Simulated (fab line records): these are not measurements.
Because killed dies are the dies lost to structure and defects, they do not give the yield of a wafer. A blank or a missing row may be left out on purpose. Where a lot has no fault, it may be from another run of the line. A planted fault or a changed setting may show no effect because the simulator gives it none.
Chamber matching	flow n5 finfet	N5_DUMMY_REMOVAL_HM_STRIP_01 on rie diel-04 has 4 sister chambers
The step strips SiNx in CH3F/O2, stops on poly-Si, target depth 4 nm, time 6.8 s. 4 wafers are shown with their chamber, then 7 later ones without.

WAFERS WITH THEIR CHAMBER
wafer	chamber	showerhead plenum p Torr (Torr)
L080.1	0	2.05
L080.3	2	1.90
L080.4	1	2.07
L080.5	3	2.08

WAFERS WITH NO CHAMBER GIVEN
wafer	showerhead plenum p Torr (Torr)
L080.6	1.90
L082.1	2.07
L082.4	2.08
L082.5	2.08
L092.2	2.04
L092.3	1.89
L092.6	1.89

CHAMBER TAKEN BY EACH
wafer	from the rows above	in truth
L080.6	2	2
L082.1	can't be placed: 1 or 3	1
L082.4	can't be placed: 3 or 1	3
L082.5	can't be placed: 3 or 1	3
L092.2	0	0
L092.3	2	2
L092.6	2	2
Placed correctly: 4 of 7. From these rows, 3 cannot be placed; in 3 the true chamber is one of the candidates. Wrongly placed: 0.
How it was worked out, from the rows above alone: a wafer's distance from a chamber is the root of the sum, over the readings, of the square of ((its reading less the chamber's mean) divided by the reading's scatter). The wafer belongs to the nearest chamber; if the next one is less than 2 further off, it can't be placed. A chamber's mean is the mean of its shown wafers. The scatter (one wafer shown for each chamber): square how far every hidden wafer sits from the nearest shown wafer, average those squares and take the square root.
